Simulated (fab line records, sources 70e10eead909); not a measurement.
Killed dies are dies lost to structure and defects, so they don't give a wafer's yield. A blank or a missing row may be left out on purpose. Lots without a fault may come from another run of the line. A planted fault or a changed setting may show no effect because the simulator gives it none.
Chamber matching | flow nand_harc | NHARC_A_BLC_DESCUM_15 on rie_diel-03: 4 sister chambers
The step chemistry O2, time 3 s. 4 wafers are shown with their chamber, then 8 later ones without.

WAFERS WITH THEIR CHAMBER
wafer  | chamber | drypump_motor_current_A (A)
L378.2 | 3       | 5.2
L387.1 | 0       | 4.8
L387.2 | 1       | 5.3
L390.3 | 2       | 6.8

WAFERS WITHOUT THEIR CHAMBER
wafer  | drypump_motor_current_A (A)
L390.4 | 5.3
L390.5 | 5.3
L389.1 | 5.3
L389.3 | 4.8
L389.6 | 6.8
L392.1 | 6.9
L392.2 | 4.9
L392.5 | 6.9

WHICH CHAMBER EACH WENT THROUGH
wafer  | from the rows above     | in truth
L390.4 | can't be placed: 1 or 3 | 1
L390.5 | can't be placed: 1 or 3 | 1
L389.1 | can't be placed: 1 or 3 | 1
L389.3 | 0                       | 0
L389.6 | 2                       | 2
L392.1 | 2                       | 2
L392.2 | 0                       | 0
L392.5 | 2                       | 2
Placed correctly: 5 of 8. Can't be placed from these rows: 3 (the true chamber is among the candidates in 3). Placed wrongly: 0.
How it was worked out, from the rows above alone: a wafer's distance from a chamber is the root of the sum, over the readings, of the square of ((its reading less the chamber's mean) divided by the reading's scatter). The wafer belongs to the nearest chamber; if the next one is less than 2 further off, it can't be placed. A chamber's mean is the mean of its shown wafers. The scatter: with one shown wafer a chamber, the root of the mean of the squares of how far each hidden wafer lies from its nearest shown one.
